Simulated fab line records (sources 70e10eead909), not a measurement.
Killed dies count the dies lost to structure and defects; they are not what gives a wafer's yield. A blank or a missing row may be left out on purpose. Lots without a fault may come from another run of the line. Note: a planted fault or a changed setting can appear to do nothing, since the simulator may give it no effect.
One fault through the eyes of 3 desks	flow nand_harc	what lay behind the numbers comes last; until then each desk has only its own

THE TOOL OWNER'S DESK: arfi_scanner-02
The tool's own readings at NHARC_A_CHANNEL_HOLE_D1_EXPOSE_07 (exposes mask HOLE D1, target cd 100 nm): means of the sampled wafers that have a number, for each lot that ran on this tool. The brackets show how far a lot's mean lies from the usual mean; more than 4 standard deviations puts the lot out of limits, marked OUT.
Columns: A = stage_vel_mm_s at NHARC_A_CHANNEL_HOLE_D1_EXPOSE_07, usual 500.06 mm/s
lot	first seen here	A
L692	day 9 13:56	499.89
L695	day 10 11:41	500.27
L707	day 15 12:16	499.85
L708	day 16 12:23	499.98
L710	day 17 02:01	500.28
This desk found nothing out of limits on any of the 5 lots.

METROLOGY DESK
What the gauges read for every lot (on any tool): the sampled wafers with a number, averaged. The brackets show how far a lot's mean lies from the usual mean; more than 4 standard deviations puts the lot out of limits, marked OUT.
Columns: A = thk_nm at NHARC_A_ONON_D1_THK_MEAS_34, usual 199.3 nm; B = cd_nm at NHARC_A_CHANNEL_HOLE_D1_CD_MEAS_10, usual 100.1 nm; C = overlay_x_nm at NHARC_A_CHANNEL_HOLE_D1_OVL_MEAS_11, usual -0.4 nm; D = overlay_y_nm at NHARC_A_CHANNEL_HOLE_D1_OVL_MEAS_11, usual -0.2 nm
lot	first seen here	A	B	C	D
L692	day 9 05:07	200.5	100.9	-0.3	0.2
L695	day 10 08:53	199.6	100.8	-0.3	-1.1
L707	day 15 09:44	201.1	100.5	-0.4	0.4
L706	day 15 09:46	200.0	99.8	-1.0	-0.9
L708	day 16 04:28	199.7	100.2	-1.3	-0.0
L710	day 16 22:06	198.3	100.7	0.0	0.2
This desk found nothing out of limits on any of the 6 lots.

THE DEFECT DESK
What the inspections along the route counted, lot by lot: means of the sampled wafers that have a number. The brackets show how far a lot's mean lies from the usual mean; more than 4 standard deviations puts the lot out of limits, marked OUT.
Columns: A = raw_defect_count at NHARC_A_ONON_D1_INSPECT_32, usual 77; B = raw_defect_count at NHARC_A_CHANNEL_HOLE_D1_INSPECT_12, usual 5.6
lot	first seen here	A	B
L692	day 9 05:11	62	3.0
L695	day 10 08:59	59	4.7
L707	day 15 09:47	76	5.0
L706	day 15 09:49	94	7.0
L708	day 16 04:32	50	5.0
L710	day 16 22:10	114	7.3
This desk found nothing out of limits on any of the 6 lots.

ALL TOGETHER
The desk of the tool owner found nothing out of limits.
From the metrology desk's view, nothing was out of limits.
Nothing the defect desk looked at was out of limits.

WHAT THE SIMULATOR HAD INSERTED
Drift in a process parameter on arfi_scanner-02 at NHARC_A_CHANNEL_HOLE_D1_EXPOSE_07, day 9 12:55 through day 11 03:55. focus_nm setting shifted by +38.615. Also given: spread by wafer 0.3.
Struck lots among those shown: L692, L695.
